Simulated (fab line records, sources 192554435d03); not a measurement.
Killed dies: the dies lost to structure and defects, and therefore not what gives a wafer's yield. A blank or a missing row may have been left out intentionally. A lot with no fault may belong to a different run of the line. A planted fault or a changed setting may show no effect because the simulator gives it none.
Matching of chambers + flow n5Finfet + N5_BEOL_M6_ETCH_62 on rieDiel-02: 4 sister chambers
The step etches SOC in N2/H2, target depth 110 nm, overetch 22 nm, time 165 s. 4 wafers are shown with their chamber, then 9 later ones without.

EACH WAFER AND ITS CHAMBER
| wafer  | chamber | drypumpMotorCurrentA (A) |
|--------|---------|--------------------------|
| L082.1 | 1       | 5.3                      |
| L082.2 | 0       | 5.5                      |
| L085.5 | 2       | 4.7                      |
| L085.6 | 3       | 6.5                      |

WAFERS WITHOUT THEIR CHAMBER
| wafer  | drypumpMotorCurrentA (A) |
|--------|--------------------------|
| L084.2 | 5.3                      |
| L084.3 | 6.5                      |
| L084.4 | 4.7                      |
| L089.3 | 5.3                      |
| L089.4 | 4.7                      |
| L089.5 | 5.5                      |
| L092.1 | 4.8                      |
| L092.4 | 4.7                      |
| L092.6 | 5.5                      |

EACH ONE'S CHAMBER
| wafer  | from the rows above | in truth |
|--------|---------------------|----------|
| L084.2 | 1                   | 1        |
| L084.3 | 3                   | 3        |
| L084.4 | 2                   | 2        |
| L089.3 | 1                   | 1        |
| L089.4 | 2                   | 2        |
| L089.5 | 0                   | 0        |
| L092.1 | 2                   | 2        |
| L092.4 | 2                   | 2        |
| L092.6 | 0                   | 0        |
Correct placement for 9 of the 9. Not placeable from these rows: 0. Wrongly placed: 0.
How it was worked out, from the rows above alone: a wafer's distance from a chamber is the root of the sum, over the readings, of the square of ((its reading less the chamber's mean) divided by the reading's scatter). The wafer belongs to the nearest chamber; if the next one is less than 2 further off, it can't be placed. For every chamber, the mean is computed from those of its wafers that are shown. The scatter: with one shown wafer a chamber, the root of the mean of the squares of how far each hidden wafer lies from its nearest shown one.
